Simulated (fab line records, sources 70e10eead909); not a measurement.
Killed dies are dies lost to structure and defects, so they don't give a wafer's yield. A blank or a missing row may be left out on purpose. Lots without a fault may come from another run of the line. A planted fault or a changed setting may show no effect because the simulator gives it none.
Which tool did it? | flow nand_harc | 12 lots, 36 wafers sampled, at 2 steps of a route of 1302

WHAT THE GAUGES READ, wafer by wafer
NHARC_P_M2_INSPECT_27.
lot  | measured     | on                | raw_defect_count
L075 | day 7 05:17  | defect_inspect-02 | 510 177 232
L077 | day 7 16:35  | defect_inspect-02 | 356 297 277
L079 | day 8 17:14  | defect_inspect-02 | 242 283 214
L081 | day 9 15:01  | defect_inspect-01 | 154 303 259
L083 | day 10 07:56 | defect_inspect-02 | 521 335 245
L085 | day 11 07:48 | defect_inspect-02 | 390 288 291
L087 | day 11 21:13 | defect_inspect-02 | 588 416 329
L088 | day 12 20:42 | defect_inspect-02 | 359 186 220
L091 | day 13 14:28 | defect_inspect-01 | 346 327 649
L093 | day 14 12:18 | defect_inspect-01 | 230 285 275
L094 | day 15 01:40 | defect_inspect-02 | 519 604 322
L097 | day 16 02:23 | defect_inspect-02 | 270 345 280

WHICH TOOL RAN EACH LOT (tool, then ch and the chambers of the sampled wafers, then the start)
lot  | NHARC_P_M2_ETCH_35
L075 | rie_diel-12 ch 0,1,2, day 7 02:35
L077 | rie_diel-05 ch 0,3, day 7 14:01
L079 | rie_diel-13 ch 1,2,3, day 8 14:40
L081 | rie_diel-13 ch 0,1,2, day 9 12:31
L083 | rie_diel-13 ch 0,1, day 10 05:28
L085 | rie_diel-12 ch 0,1, day 11 05:19
L087 | rie_diel-12 ch 0,1, day 11 18:43
L088 | rie_diel-13 ch 0,1,2, day 12 18:14
L091 | rie_diel-12 ch 0,2,3, day 13 11:59
L093 | rie_diel-05 ch 0,1,3, day 14 09:49
L094 | rie_diel-12 ch 1,2,3, day 14 23:11
L097 | rie_diel-12 ch 0,1,3, day 15 23:49
- NHARC_P_M2_ETCH_35: etches the open film in N2/H2, target depth 40 nm, overetch 12 nm, time 43.94 s.

THE ANSWER, worked out from the rows above alone
Rule: what is usual is taken from the lots themselves. Put in order of their means at a reading, lots are off if they are a third of the lots or fewer, leave a main group of 4 or more, and stand apart from it by a gap of 3 or more times the standard deviation of the main group's means; of several such gaps the widest counts. A main group whose means are all the same, to the digits that the tables above print for the reading, isn't used. A lot without any number at a reading at which 4 lots or more have one is off too. The other lots that the step has rows for count as sound.
No lot is off at any reading shown: from this, nothing can be told.

WHAT THE SIMULATOR HAD PUT IN
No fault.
